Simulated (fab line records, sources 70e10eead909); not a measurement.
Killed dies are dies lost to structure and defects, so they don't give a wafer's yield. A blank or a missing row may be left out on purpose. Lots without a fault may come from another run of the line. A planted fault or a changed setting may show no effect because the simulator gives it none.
fab line records | flow nand_harc | part 1 of 2: steps 1 to 4 of 6
record lots=20 wafers=60 last_day=24
route steps=1159 shown P_BONDPAD@369 A_CHANNEL_HOLE_D1@477 A_STAIRCASE@530
lots that met no fault: from a run of the same line without faults
start_h: hours from the record's first day to the start of the lot's first wafer shown | wait_h: hours since the lot's step before | " the same as in the row above | L1.1+2: a row that stands for several wafers | - no value, or no start given | * or withheld: withheld | < > ~ a bound
route shown NAME@n: a module of which the file shows steps, and the number in the route of the first | usual: mean/standard deviation of fault-free wafers | same: alike in all rows | chamber/n: place in a boat | sites: the reading at each site | _std_site: their standard deviation | _edge_site: outer sites' mean less inner sites' | radius_mm: how far each site lies from the wafer's centre | mask NAME#n: copy n | behind: the tool/chamber that last shaped the wafer | hold: why the lot was held/for how many hours/how that ended | device: the transistor (n, p or np) that didn't switch | end of line: the same wafers' tests at the end of the route | a step without rows: its recipe alone | killed: dies lost to structure and defects at the first sort, not the wafer's yield | map: a wafer's dies, x killed, . not, _ none there
set.NAME: the setting as run; set.NAME@STEP: as run at that earlier step | model.NAME: the simulator's own value behind a step, which no gauge read
steps of the route over a sample of lots; a table a step, a row a wafer
services: from which hour (start_h, from the record's first day; less than 0 if before it) a tool's chamber was out of use, for how many hours, and why
## steps
# step NHARC_P_BONDPAD_ETCH_12
# recipe target_depth_a=2000 time_s=100 chf3_flow_sccm=50 o2_flow_sccm=10 ar_flow_sccm=200 rf_w=500 bias_w=200 chemistry=CHF3/O2
# usual bias_w=200.2/0.63 drypump_motor_current_A=5.6/0.33 oes_product_au=0.941/0.022 rf_vpp_V=370.3/2.7 showerhead_plenum_p_Torr=2.39/0.12 throttle_valve_pct=20.573/0.0097
# same time_s=100
# columns lot.wafer tool chamber start_h wait_h bias_w drypump_motor_current_A oes_product_au rf_hours_counter_h rf_vpp_V showerhead_plenum_p_Torr throttle_valve_pct
L075.4 rie_diel-09 2 - - 201.2 5.8 0.935 5 367.0 2.26 20.573
L075.1 " 3 " " 201.3 5.5 0.941 4 368.1 2.30 20.574
L075.2 " 0 " " 198.8 5.4 0.931 4 371.9 2.44 20.562
L074.1 rie_diel-09 3 - - 200.0 5.5 0.934 5 368.8 2.30 20.579
L074.6 " 0 " " 200.4 5.4 0.922 - 372.5 2.44 20.565
L074.5 " 1 " " 200.3 5.7 0.914 - 373.9 2.57 20.564
L076.3 rie_diel-09 1 - - 200.8 5.7 0.952 5 373.9 2.57 20.557
L076.4 " 0 " " 199.5 5.3 0.958 5 370.0 2.44 20.581
L076.5 " 1 " " 200.3 5.7 0.942 - 374.3 2.57 20.553
L078.4 rie_diel-09 0 - - 201.2 5.4 0.931 6 371.1 2.44 20.583
L078.2 " 1 " " 200.6 5.7 0.919 6 374.4 2.57 20.573
L078.5 " 3 " " 200.7 5.5 0.942 - 368.2 2.30 20.568
L077.4 rie_diel-09 2 - - 199.7 5.8 0.969 6 367.3 2.26 20.571
L077.2 " 3 " " 199.7 5.5 0.997 6 367.9 2.30 20.570
L077.3 " 0 " " 199.5 5.4 0.964 6 372.5 2.44 20.576
L079.1 rie_diel-09 1 - - 201.3 5.8 0.922 6 374.5 2.57 20.569
L079.4 " 2 " " 200.4 5.8 0.920 6 365.2 2.26 20.593
L079.5 " 2 " " 201.3 5.8 0.919 - 368.2 2.26 20.580
L080.3 rie_diel-09 0 - - 200.3 5.4 0.932 7 371.3 2.44 20.581
L080.5 " 1 " " 199.8 5.7 0.923 - 374.8 2.57 20.603
L080.6 " 2 " " 200.5 5.8 0.924 - 367.7 2.26 20.591
L081.3 rie_diel-09 3 - - 199.7 5.5 0.985 8 367.0 2.29 20.573
L081.4 " 1 " " 199.6 5.7 0.953 8 373.3 2.57 20.579
L081.6 " 3 " " 199.9 5.5 0.982 - 368.4 2.29 20.565
L083.2 rie_diel-02 0 - - 201.4 4.9 0.959 9 373.8 2.59 20.571
L083.1 " 3 " " 200.5 6.6 0.959 9 368.0 2.31 20.563
L083.5 " 3 " " 200.0 6.6 0.958 - 367.9 2.31 20.568
L082.3 rie_diel-02 3 - - 199.9 6.6 0.960 9 369.8 2.31 20.578
L082.2 " 0 " " 199.9 4.9 0.963 9 374.1 2.59 20.575
L082.6 " 0 " " 199.5 4.9 0.952 - 374.5 2.59 20.571
L084.2 rie_diel-02 0 - - 200.2 4.9 0.940 16 374.8 2.59 20.570
L084.1 " 2 " " 198.9 6.5 0.947 8 371.8 2.47 20.592
L084.5 " 3 " " 199.9 6.6 0.946 - 368.0 2.31 20.580
L086.3 rie_diel-09 0 - - 199.7 5.4 0.931 11 372.1 2.44 20.557
L086.2 " 1 " " 198.9 5.7 0.926 11 374.8 2.57 20.568
L086.4 " 2 " " 199.5 5.8 0.924 10 366.7 2.26 20.575
L087.1 rie_diel-08 0 - - 198.7 5.5 0.918 32 371.4 2.46 20.567
L087.2 " 1 " " 199.6 5.2 0.921 31 371.7 2.36 20.561
L087.3 " 2 " " 199.9 5.6 0.929 28 365.9 2.23 20.577
L089.4 rie_diel-08 1 - - 200.0 5.2 0.920 34 370.8 2.36 20.573
L089.2 " 3 " " 200.2 6.0 0.917 37 372.7 2.49 20.568
L089.5 " 1 " " 200.2 5.3 0.928 - 371.1 2.36 20.573
L090.2 rie_diel-09 2 - - 200.0 5.8 0.916 13 366.4 2.26 20.569
L090.3 " 3 " " 200.7 5.5 0.930 13 367.8 2.29 20.572
L090.6 " 2 " " 200.4 5.8 0.916 - 369.7 2.26 20.579
L091.3 rie_diel-08 0 - - 201.1 5.5 0.909 39 372.9 2.46 20.580
L091.4 " 1 " " 200.5 5.2 0.935 38 367.6 2.36 20.553
L091.6 " 1 " " 200.1 5.2 0.940 - 370.4 2.36 20.576
L093.3 rie_diel-09 0 - - 199.5 5.4 0.911 16 370.1 2.44 20.569
L093.2 " 1 " " 199.9 5.7 0.918 15 374.4 2.57 20.557
L093.5 " 3 " " 200.7 5.6 0.942 - 368.0 2.29 20.578
L095.4 rie_diel-09 3 - - 200.9 5.5 0.934 16 368.4 2.29 20.556
L095.1 " 0 " " 198.9 5.4 0.920 17 370.0 2.44 20.577
L095.6 " 1 " " 200.2 5.7 0.923 - 372.2 2.57 20.595
L094.1 rie_diel-09 0 - - 200.3 5.3 0.959 17 371.9 2.44 20.590
L094.4 " 3 " " 199.6 5.5 0.985 16 368.1 2.29 20.582
L094.6 " 0 " " 199.9 5.4 0.952 - 370.5 2.44 20.572
L097.1 rie_diel-09 1 - - 200.1 5.7 0.995 0 374.4 2.57 20.569
L097.4 " 3 " " 199.8 5.5 0.971 1 368.8 2.29 20.558
L097.6 " 1 " " 200.3 5.7 0.990 - 374.9 2.57 20.584
# step NHARC_A_CHANNEL_HOLE_D1_ETCH_25
# recipe bias_v=5000 source_w=withheld pressure_mtorr=20 time_s=1040.2 ar_flow_sccm=375 c4f8_flow_sccm=93.8 o2_flow_sccm=31.2 temp_c=-20 target_depth_a=15000 chemistry=C4F8/O2/Ar
# usual drypump_motor_current_A=5.86/0.22 showerhead_plenum_p_Torr=3.63/0.058 throttle_valve_pct=32.234/0.0091
# same time_s=1040.2
# columns lot.wafer tool chamber start_h wait_h drypump_motor_current_A rf_hours_counter_h showerhead_plenum_p_Torr throttle_valve_pct
L074.1 har_etch-01 0 182.03 0.6 5.72 191 3.62 32.242
L074.5 " 0 " " 5.72 - 3.62 32.235
L074.6 " 1 " " 5.69 - 3.74 32.225
L075.1 har_etch-02 1 183.86 0.6 6.21 103 3.66 32.238
L075.2 " 0 " " 5.80 103 3.58 32.242
L075.4 " 0 " " 5.79 - 3.58 32.240
L076.3 har_etch-02 1 194.13 0.7 6.21 - 3.65 32.225
L076.4 " 0 " " 5.80 - 3.58 32.243
L076.5 " 1 " " 6.24 - 3.65 32.233
L077.2 har_etch-01 1 201.86 0.6 5.69 201 3.73 32.235
L077.3 " 1 " " 5.68 - 3.73 32.231
L077.4 " 0 " " 5.75 - 3.62 32.232
L079.1 har_etch-02 1 202.72 0.6 6.22 113 3.65 32.229
L079.4 " 1 " " 6.22 - 3.65 32.233
L079.5 " 1 " " 6.21 - 3.65 32.241
L078.2 har_etch-01 1 206.02 0.6 5.69 205 3.73 32.246
L078.4 " 1 " " 5.69 - 3.73 32.221
L078.5 " 1 " " 5.68 - 3.73 32.225
L080.3 har_etch-02 0 213.09 0.7 5.79 - 3.57 32.229
L080.5 " 0 " " 5.78 - 3.57 32.234
L080.6 " 1 " " 6.23 - 3.65 32.223
L081.4 har_etch-02 0 226.94 0.7 5.78 - 3.57 32.240
L081.3 " 1 " " 6.22 - 3.65 32.261
L081.6 " 1 " " 6.21 - 3.65 32.225
L082.2 har_etch-01 1 228.14 0.6 5.68 213 3.73 32.230
L082.3 " 1 " " 5.69 - 3.73 32.235
L082.6 " 0 " " 5.74 - 3.61 32.237
L083.1 har_etch-02 0 230.83 0.6 5.79 127 3.57 32.244
L083.2 " 1 " " 6.24 127 3.64 32.226
L083.5 " 0 " " 5.79 - 3.57 32.234
L084.2 har_etch-02 0 252.44 0.6 5.80 134 3.56 32.222
L084.1 " 1 " " 6.24 134 3.64 32.230
L084.5 " 1 " " 6.24 - 3.64 32.236
L086.2 har_etch-01 0 253.11 0.6 5.70 221 3.61 32.229
L086.3 " 0 " " 5.72 - 3.61 32.236
L086.4 " 1 " " 5.69 - 3.72 32.254
L087.2 har_etch-01 0 260.65 0.6 5.74 228 3.60 32.242
L087.1 " 1 " " 5.69 228 3.72 32.233
L087.3 " 1 " " 5.69 - 3.72 32.253
L090.2 har_etch-02 1 268.54 0.6 6.25 144 3.64 32.252
L090.3 " 0 " " 5.78 - 3.56 32.220
L090.6 " 1 " " 6.26 - 3.64 32.242
L089.2 har_etch-01 0 271.74 0.6 5.72 236 3.60 32.243
L089.4 " 1 " " 5.70 - 3.71 32.240
L089.5 " 0 " " 5.72 - 3.60 32.253
L091.3 har_etch-02 0 274.92 0.7 5.80 - 3.56 32.225
L091.4 " 1 " " 6.21 - 3.63 32.241
L091.6 " 1 " " 6.20 - 3.63 32.229
L093.2 har_etch-01 1 290.29 0.7 5.71 245 3.71 32.247
L093.3 " 1 " " 5.70 - 3.71 32.238
L093.5 " 1 " " 5.69 - 3.71 32.235
L094.1 har_etch-02 1 298.73 0.6 6.22 154 3.63 32.224
L094.4 " 1 " " 6.24 - 3.63 32.226
L094.6 " 1 " " 6.26 - 3.63 32.242
L095.1 har_etch-01 1 299.18 0.6 5.68 249 3.71 32.241
L095.4 " 1 " " 5.69 - 3.71 32.236
L095.6 " 0 " " 5.73 - 3.59 32.222
L097.1 har_etch-01 0 325.03 0.7 5.72 3 3.59 32.235
L097.4 " 1 " " 5.69 - 3.70 32.244
L097.6 " 0 " " 5.70 - 3.59 32.230
# step NHARC_A_CHANNEL_HOLE_D1_ETCH_26
# recipe bias_v=300 source_w=2000 pressure_mtorr=30 time_s=224.1 ar_flow_sccm=375 c4f8_flow_sccm=11.4 o2_flow_sccm=113.6 temp_c=-20 target_depth_a=3000 chemistry=C4F8/O2/Ar
# usual drypump_motor_current_A=5.86/0.22 showerhead_plenum_p_Torr=3.68/0.061 throttle_valve_pct=24.583/0.0091
# same time_s=224.1
# columns lot.wafer tool chamber start_h wait_h drypump_motor_current_A rf_hours_counter_h showerhead_plenum_p_Torr throttle_valve_pct
L074.1 har_etch-01 0 182.92 0.7 5.72 192 3.67 24.585
L074.5 " 0 " " 5.70 - 3.67 24.595
L074.6 " 1 " " 5.69 - 3.79 24.594
L075.1 har_etch-02 1 184.75 0.7 6.24 104 3.70 24.576
L075.2 " 0 " " 5.78 104 3.62 24.579
L075.4 " 0 " " 5.79 - 3.62 24.563
L076.3 har_etch-02 1 194.77 0.5 6.23 - 3.70 24.584
L076.4 " 0 " " 5.79 - 3.62 24.584
L076.5 " 1 " " 6.23 - 3.70 24.585
L077.2 har_etch-01 1 202.74 0.7 5.69 201 3.79 24.584
L077.3 " 1 " " 5.70 - 3.79 24.590
L077.4 " 0 " " 5.71 - 3.66 24.596
L079.1 har_etch-02 1 203.59 0.7 6.23 113 3.70 24.581
L079.4 " 1 " " 6.24 - 3.70 24.578
L079.5 " 1 " " 6.27 - 3.70 24.588
L078.2 har_etch-01 1 206.90 0.7 5.70 205 3.78 24.578
L078.4 " 1 " " 5.69 - 3.78 24.587
L078.5 " 1 " " 5.70 - 3.78 24.604
L080.3 har_etch-02 0 213.74 0.5 5.81 - 3.61 24.589
L080.5 " 0 " " 5.80 - 3.61 24.597
L080.6 " 1 " " 6.24 - 3.70 24.572
L081.4 har_etch-02 0 227.59 0.5 5.80 - 3.61 24.587
L081.3 " 1 " " 6.27 - 3.69 24.581
L081.6 " 1 " " 6.20 - 3.69 24.585
L082.2 har_etch-01 1 229.02 0.7 5.69 214 3.78 24.576
L082.3 " 1 " " 5.67 - 3.78 24.587
L082.6 " 0 " " 5.71 - 3.66 24.586
L083.1 har_etch-02 0 231.71 0.7 5.80 128 3.61 24.593
L083.2 " 1 " " 6.25 128 3.69 24.573
L083.5 " 0 " " 5.80 - 3.61 24.586
L084.2 har_etch-02 0 253.32 0.7 5.79 135 3.60 24.579
L084.1 " 1 " " 6.24 135 3.69 24.581
L084.5 " 1 " " 6.25 - 3.69 24.572
L086.2 har_etch-01 0 253.99 0.7 5.73 222 3.65 24.588
L086.3 " 0 " " 5.74 - 3.65 24.602
L086.4 " 1 " " 5.68 - 3.77 24.590
L087.2 har_etch-01 0 261.54 0.7 5.69 229 3.65 24.580
L087.1 " 1 " " 5.70 229 3.77 24.578
L087.3 " 1 " " 5.70 - 3.77 24.576
L090.2 har_etch-02 1 269.42 0.7 6.21 144 3.68 24.561
L090.3 " 0 " " 5.80 - 3.60 24.574
L090.6 " 1 " " 6.21 - 3.68 24.577
L089.2 har_etch-01 0 272.61 0.7 5.71 237 3.64 24.586
L089.4 " 1 " " 5.69 - 3.76 24.600
L089.5 " 0 " " 5.71 - 3.64 24.576
L091.3 har_etch-02 0 275.57 0.5 5.79 - 3.60 24.566
L091.4 " 1 " " 6.23 - 3.68 24.572
L091.6 " 1 " " 6.25 - 3.68 24.577
L093.2 har_etch-01 1 291.06 0.6 5.70 246 3.76 24.587
L093.3 " 1 " " 5.69 - 3.76 24.576
L093.5 " 1 " " 5.69 - 3.76 24.583
L094.1 har_etch-02 1 299.62 0.7 6.21 155 3.68 24.573
L094.4 " 1 " " 6.24 - 3.68 24.577
L094.6 " 1 " " 6.20 - 3.68 24.588
L095.1 har_etch-01 1 300.04 0.7 5.68 250 3.76 24.585
L095.4 " 1 " " 5.66 - 3.76 24.581
L095.6 " 0 " " 5.73 - 3.64 24.575
L097.1 har_etch-01 0 325.79 0.6 5.75 4 3.63 24.588
L097.4 " 1 " " 5.69 - 3.75 24.583
L097.6 " 0 " " 5.70 - 3.63 24.568
# step NHARC_A_CHANNEL_HOLE_D1_STRIP_27
# recipe o2_flow_sccm=500 ar_flow_sccm=0 bias_w=0 chemistry=O2
# usual drypump_motor_current_A=5.9/0.56 oes_product_au=1.002/0.0086 rf_vpp_V=57.8/0.86 showerhead_plenum_p_Torr=3.48/0.13 throttle_valve_pct=17.036/0.009
# same bias_w=0
# columns lot.wafer tool chamber start_h wait_h drypump_motor_current_A oes_product_au rf_hours_counter_h rf_vpp_V showerhead_plenum_p_Torr throttle_valve_pct
L074.1 rie_diel-05 1 - - 6.2 1.002 0 58.3 3.57 17.045
L074.5 " 3 " " 6.5 1.005 - 57.5 3.53 17.043
L074.6 " 0 " " 5.3 1.002 - 58.9 3.71 17.049
L075.1 rie_diel-13 3 - - 5.0 1.007 6 57.0 3.44 17.027
L075.2 " 0 " " 6.7 0.998 6 58.0 3.33 17.035
L075.4 " 2 " " 6.0 0.980 6 57.0 3.32 17.022
L076.4 rie_diel-13 0 - - 6.7 1.006 6 57.7 3.33 17.043
L076.3 " 1 " " 6.0 1.002 6 59.0 3.58 17.020
L076.5 " 0 " " 6.7 1.010 - 58.1 3.33 17.029
L077.2 rie_diel-05 0 - - 5.3 1.003 2 59.1 3.71 17.023
L077.4 " 1 " " 6.2 1.003 3 57.0 3.57 17.049
L077.3 " 3 " " 6.4 1.000 3 58.0 3.53 17.040
L079.4 rie_diel-04 2 - - 4.8 0.993 6 56.3 3.43 17.031
L079.1 " 0 " " 5.8 0.976 6 57.5 3.52 17.029
L079.5 " 3 " " 6.0 1.002 - 56.6 3.54 17.038
L078.4 rie_diel-05 3 - - 6.5 0.998 3 57.2 3.53 17.045
L078.2 " 1 " " 6.2 0.994 3 57.2 3.57 17.019
L078.5 " 0 " " 5.3 0.996 - 57.5 3.71 17.041
L080.3 rie_diel-13 1 - - 6.0 1.001 8 57.5 3.57 17.026
L080.6 " 3 " " 5.0 1.020 - 57.6 3.44 17.033
L080.5 " 0 " " 6.7 1.006 - 58.7 3.33 17.023
L081.3 rie_diel-13 2 - - 5.9 0.991 11 58.8 3.31 17.039
L081.4 " 1 " " 6.0 1.003 10 58.1 3.57 17.039
L081.6 " 2 " " 6.0 0.992 - 56.3 3.31 17.046
L082.2 rie_diel-13 0 - - 6.7 1.007 9 57.1 3.33 17.021
L082.3 " 2 " " 6.0 0.997 11 58.6 3.31 17.053
L082.6 " 3 " " 5.0 1.008 - 58.2 3.44 17.040
L083.2 rie_diel-05 2 - - 5.7 1.000 4 56.0 3.31 17.038
L083.1 " 3 " " 6.5 0.990 4 58.0 3.53 17.043
L083.5 " 3 " " 6.5 0.999 - 58.6 3.53 17.057
L084.2 rie_diel-05 2 - - 5.6 0.996 5 58.1 3.31 17.022
L084.1 " 3 " " 6.5 1.002 6 56.6 3.53 17.045
L084.5 " 3 " " 6.4 0.991 - 57.3 3.53 17.019
L086.3 rie_diel-04 2 - - 4.8 1.013 10 56.9 3.43 17.038
L086.2 " 0 " " 5.8 1.002 11 56.9 3.52 17.037
L086.4 " 1 " " 5.4 1.013 10 57.0 3.58 17.025
L087.3 rie_diel-04 1 - - 5.4 1.011 10 57.3 3.58 17.047
L087.2 " 3 " " 6.0 1.004 12 55.8 3.54 17.028
L087.1 " 0 " " 5.8 0.986 11 57.1 3.52 17.048
L090.2 rie_diel-04 0 - - 5.8 0.989 12 58.8 3.51 17.056
L090.3 " 1 " " 5.4 1.002 11 59.0 3.58 17.032
L090.6 " 1 " " 5.3 1.006 - 57.2 3.58 17.035
L089.2 rie_diel-13 2 - - 5.9 0.993 14 56.8 3.31 17.038
L089.4 " 3 " " 5.0 1.015 14 57.8 3.43 17.032
L089.5 " 0 " " 6.7 1.011 - 56.4 3.33 17.040
L091.3 rie_diel-05 3 - - 6.5 1.002 8 58.0 3.53 17.045
L091.6 " 2 " " 5.7 1.000 - 58.8 3.31 17.031
L091.4 " 1 " " 6.2 1.013 - 57.9 3.57 17.030
L093.2 rie_diel-05 1 - - 6.2 0.998 8 58.1 3.57 17.034
L093.3 " 2 " " 5.6 1.007 8 57.9 3.31 17.049
L093.5 " 0 " " 5.4 1.005 - 58.1 3.70 17.037
L094.1 rie_diel-05 1 - - 6.2 1.012 8 59.1 3.57 17.040
L094.4 " 3 " " 6.5 1.006 - 58.7 3.53 17.039
L094.6 " 0 " " 5.3 1.005 - 58.6 3.70 17.034
L095.4 rie_diel-13 1 - - 6.0 1.002 2 56.9 3.57 17.033
L095.1 " 3 " " 5.1 1.014 2 57.7 3.43 17.043
L095.6 " 1 " " 6.0 1.017 - 58.4 3.57 17.054
L097.1 rie_diel-05 3 - - 6.4 0.989 11 59.1 3.53 17.046
L097.4 " 0 " " 5.3 1.004 7 58.5 3.70 17.034
L097.6 " 2 " " 5.7 1.009 - 57.2 3.31 17.034
